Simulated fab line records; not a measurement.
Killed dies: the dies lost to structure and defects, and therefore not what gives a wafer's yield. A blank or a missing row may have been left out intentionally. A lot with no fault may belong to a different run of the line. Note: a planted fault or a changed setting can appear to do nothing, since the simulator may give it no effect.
Comparing a struck lot with a sound one :: flow n5Finfet :: 15 out of 1938 route steps
Sound: these wafers, L423.1, L423.2, L423.5. Struck: wafer L431.5. (L431.4, L431.6 of the same lot were not struck and are left out.) The cause comes at the end.
For every step that has rows: the tool of each side, followed by ch and its chambers, followed by its first start. Under that, the readings that differ: sound wafers :: struck wafers :: difference of the means :: sigmas: that difference in standard deviations of wafers without a fault.
alike: words and numbers the same on both sides, and readings whose means are apart by under 2 such deviations; not compared: readings that were withheld, readings missing a value for some wafer, numbers with overlapping values and no deviation given by the record, and bounds like >300 which may hide the same value.
The two part at a step that has a row with sigmas, a row that says differs or no value, or rows on one side only. When numbers do not overlap yet have no deviation, they are printed without sigmas and do not part them. A reading that every wafer of one side lacks parts them only if that side has two wafers or more.

N5_HKMG_FIN_ALD_72: deposits W, target thk 2 nm, pulse time 1 s, purge time 2 s.
  sound on cvdW-02 ch 0,1, day 4 14:12; struck on cvdW-02 ch 1, day 6 13:44
  alike: heaterPowerW, precursorPulseHeightRel
then, 3 steps without rows for these wafers: N5_HKMG_FIN_W_FILL_22 (material W, target thk 60 nm, time 18.2 s); N5_HKMG_FIN_PRECLEAN_83 (cleans in DIW, time 57.5 s); N5_HKMG_FIN_SRD_84 (dry time 32 s).
N5_HKMG_FIN_CMP_23: polishes, stops on SiNx, t overpolish 10 s, target thk 46.326 nm.
  sound on cmp-04 ch 1,3, day 4 14:29; struck on cmp-04 ch 1, day 6 14:07
  alike: motorCurrentA, overpolishRunS, timeToEndpointS
N5_HKMG_FIN_CMP_94: polishes, stops on SiNx, t overpolish 4.7 s, target thk 43.299 nm.
  sound on cmp-04 ch 1,3, day 4 14:55; struck on cmp-04 ch 1, day 6 14:27
  alike: motorCurrentA
N5_HKMG_FIN_INSPECT_28: inspects for defects (darkfield).
  sound on defectInspect-01 at day 4 15:07; struck on defectInspect-01 at day 6 14:36
  alike: rawDefectCount
N5_GATE_CUT_ETCHBACK_00: etches W in SF6/Cl2.
  sound on rieMetal-03 ch 0,1, day 4 15:09; struck on rieMetal-01 ch 1, day 6 14:40
reading: throttleValvePct (%)
sound: 27.45 28.35 27.45
struck: 27.15
difference: -0.60
sigmas: -2
  alike: SF6_flow_sccm, drypumpMotorCurrentA, mfcCl2Sccm, oesProductAu
  not compared: rfHoursCounterH
then, 2 steps without rows for these wafers: N5_GATE_CUT_ETCH_56 (etches TiN in Cl2/Ar, target depth 21.6 nm); N5_GATE_CUT_ETCHBACK_30 (etches TiN in Cl2/Ar, target depth 3 nm).
N5_GATE_CUT_VAPOR_ETCH_60: etches HfO2 in BCl3/Cl2.
  sound on rieMetal-03 ch 0,1, day 4 15:23; struck on rieMetal-01 ch 1, day 6 14:53
  alike: drypumpMotorCurrentA, oesProductAu
N5_GATE_CUT_ETCH_58: etches SiNx in CH3F/O2, target depth 17 nm, time 128.6 s.
  sound on rieDiel-02 ch 1,2,3, day 4 15:30; struck on rieDiel-06 ch 2, day 6 14:55
reading: oesProductAu (a.u.)
sound: 0.94 0.69 0.74
struck: 0.98
difference: +0.19
sigmas: +2

reading: rfVppV (V)
sound: 98.8 98.8 98.6
struck: 101.5
difference: +2.8
sigmas: +3

reading: model.etch.depthNm (nm)
sound: 17.06 17.12 17.32
struck: 23.63
difference: +6.46
sigmas: 

reading: model.SiNx_of_SDB_ALD_29.thkNm (nm)
sound: 24.4 24.4 24.6
struck: 23.4
difference: -1.1
sigmas: 
  alike: drypumpMotorCurrentA, mfcArSccm, showerheadPlenumPTorr, throttleValvePct
  not compared: rfHoursCounterH
then, 1 step without rows for these wafers: N5_GATE_CUT_STRIP_59 (strips in N2/H2, time 20 s).
-- the record jumps here: 4 days lie between the struck wafers' starts before and after (it left off in module GATE_CUT and takes up again in module BEOL_M4, whose first step shown is number 1111 of the route) --
N5_BEOL_M4_RC_MEAS_101:
  sound on prober-02 ch 0, day 8 01:46; struck on prober-01 ch 0, day 10 09:53
  alike: DIBL_N, DIBL_P, IOFF_N, IOFF_P, ION_N, ION_P, SS_N, SS_P, VT_N, VT_P
after that, 1 step had no rows for these wafers: N5_PASSIVATION_PROBE_49.

## WHERE THEY PART
At N5_GATE_CUT_ETCHBACK_00 first; at N5_GATE_CUT_ETCH_58 last (within this record only). Later steps at which nothing parts them and some readings are alike: N5_BEOL_M4_RC_MEAS_101.

WHY: what the simulator had put in
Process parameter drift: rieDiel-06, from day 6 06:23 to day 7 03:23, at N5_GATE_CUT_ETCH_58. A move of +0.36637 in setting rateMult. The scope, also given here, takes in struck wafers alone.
